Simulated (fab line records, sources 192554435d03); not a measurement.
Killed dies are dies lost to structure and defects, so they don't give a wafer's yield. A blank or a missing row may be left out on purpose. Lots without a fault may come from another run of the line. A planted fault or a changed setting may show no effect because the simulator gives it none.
Chamber matching | flow n5_finfet | N5_SD_EPI_P_ETCH_16 on rie_diel-05: 4 sister chambers
The step etches SiO2 in CHF3/O2, target depth 5 nm. 18 wafers are shown with their chamber, then 9 later ones without.

WAFERS WITH THEIR CHAMBER
wafer  | chamber | showerhead_plenum_p_Torr (Torr) | rf_vpp_V (V) | throttle_valve_pct (%)
L074.1 | 2       | 2.31                            | 500          | 19.00
L074.4 | 1       | 2.44                            | 530          | 18.87
L074.6 | 2       | 2.31                            | 502          | 18.98
L075.2 | 1       | 2.44                            | 530          | 18.89
L075.4 | 0       | 2.49                            | 536          | 19.43
L075.5 | 1       | 2.44                            | 529          | 18.88
L078.1 | 3       | 2.34                            | 527          | 18.95
L078.2 | 0       | 2.49                            | 537          | 19.45
L078.4 | 1       | 2.44                            | 530          | 18.87
L083.2 | 1       | 2.44                            | 528          | 18.90
L083.5 | 3       | 2.34                            | 526          | 18.96
L083.6 | 2       | 2.30                            | 501          | 19.00
L086.1 | 0       | 2.48                            | 538          | 19.46
L086.2 | 3       | 2.34                            | 526          | 18.97
L086.3 | 2       | 2.30                            | 502          | 19.03
L092.2 | 0       | 2.48                            | 536          | 19.47
L092.4 | 2       | 2.30                            | 501          | 19.04
L092.5 | 0       | 2.48                            | 536          | 19.48

SIGNATURES (means of the wafers above)
reading                  | chamber 0 | chamber 1 | chamber 2 | chamber 3 | scatter within a chamber
showerhead_plenum_p_Torr | 2.4840    | 2.4400    | 2.3040    | 2.3400    | 0.00414
rf_vpp_V                 | 536.60    | 529.40    | 501.20    | 526.33    | 0.84
throttle_valve_pct       | 19.4580   | 18.8820   | 19.0100   | 18.9600   | 0.0184
Rule: a wafer's distance from a chamber is the root of the sum, over the readings, of the square of ((its reading less the chamber's mean) divided by the reading's scatter). The wafer belongs to the nearest chamber; if the next one is less than 2 further off, it can't be placed. The scatter: the root of (the sum of the squares of (reading less its chamber's mean) over the shown wafers, divided by (wafers less chambers)).

WAFERS WITHOUT THEIR CHAMBER
wafer  | showerhead_plenum_p_Torr (Torr) | rf_vpp_V (V) | throttle_valve_pct (%)
L093.2 | 2.33                            | 524          | 19.00
L093.4 | 2.30                            | 499          | 19.03
L093.6 | 2.48                            | 536          | 19.48
L095.1 | 2.33                            | 526          | 19.02
L095.3 | 2.30                            | 499          | 19.06
L095.6 | 2.29                            | 501          | 19.05
L096.1 | 2.43                            | 529          | 18.95
L096.3 | 2.33                            | 527          | 18.99
L096.4 | 2.33                            | 526          | 19.00

WHICH CHAMBER EACH WENT THROUGH
wafer  | from the rows above | in truth
L093.2 | 3                   | 3
L093.4 | 2                   | 2
L093.6 | 0                   | 0
L095.1 | 3                   | 3
L095.3 | 2                   | 2
L095.6 | 2                   | 2
L096.1 | 1                   | 1
L096.3 | 3                   | 3
L096.4 | 3                   | 3
Placed correctly: 9 of 9. Can't be placed from these rows: 0. Placed wrongly: 0.
